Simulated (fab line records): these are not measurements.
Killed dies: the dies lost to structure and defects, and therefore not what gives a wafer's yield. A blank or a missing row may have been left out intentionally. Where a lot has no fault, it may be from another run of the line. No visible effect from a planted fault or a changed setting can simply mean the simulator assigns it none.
Which tool was responsible? + flow n5_finfet + at 1 step of a route of 1938, 11 lots with 33 wafers sampled

## WHAT THE GAUGES SHOWED, per wafer
N5_BEOL_M4_INSPECT_13: inspects for defects (brightfield).
| lot  | measured     | on                | raw_defect_count |
|------|--------------|-------------------|------------------|
| L076 | day 7 17:50  | defect_inspect-02 | 344 529 509      |
| L077 | day 8 00:48  | defect_inspect-02 | 432 342 355      |
| L079 | day 8 14:04  | defect_inspect-01 | 502 391 430      |
| L082 | day 9 09:40  | defect_inspect-02 | 310 261 257      |
| L083 | day 9 16:19  | defect_inspect-02 | 294 458 433      |
| L085 | day 10 10:35 | defect_inspect-01 | 197 305 312      |
| L087 | day 10 19:00 | defect_inspect-02 | 617 419 609      |
| L089 | day 11 03:25 | defect_inspect-02 | 420 318 408      |
| L091 | day 12 02:28 | defect_inspect-01 | 219 392 335      |
| L093 | day 12 06:55 | defect_inspect-02 | 485 382 464      |
| L096 | day 12 16:49 | defect_inspect-02 | 430 402 308      |

## TOOL THAT RAN EACH LOT (tool first, then ch and the chambers of the sampled wafers, then the start)
The record shows no process step preceding these readings.

## THE ANSWER, worked out from the rows above alone
Rule: what is usual is taken from the lots themselves. Put in order of their means at a reading, lots are off if they are a third of the lots or fewer, leave a main group of 4 or more, and stand apart from it by a gap of 3 or more times the standard deviation of the main group's means; of several such gaps the widest counts. A main group whose means are all the same, to the digits that the tables above print for the reading, isn't used. A lot without any number at a reading at which 4 lots or more have one is off too. All remaining lots with rows at the step are treated as sound.
None of the lots is off at any reading shown; this tells nothing.

## WHAT THE SIMULATOR HAD INSERTED
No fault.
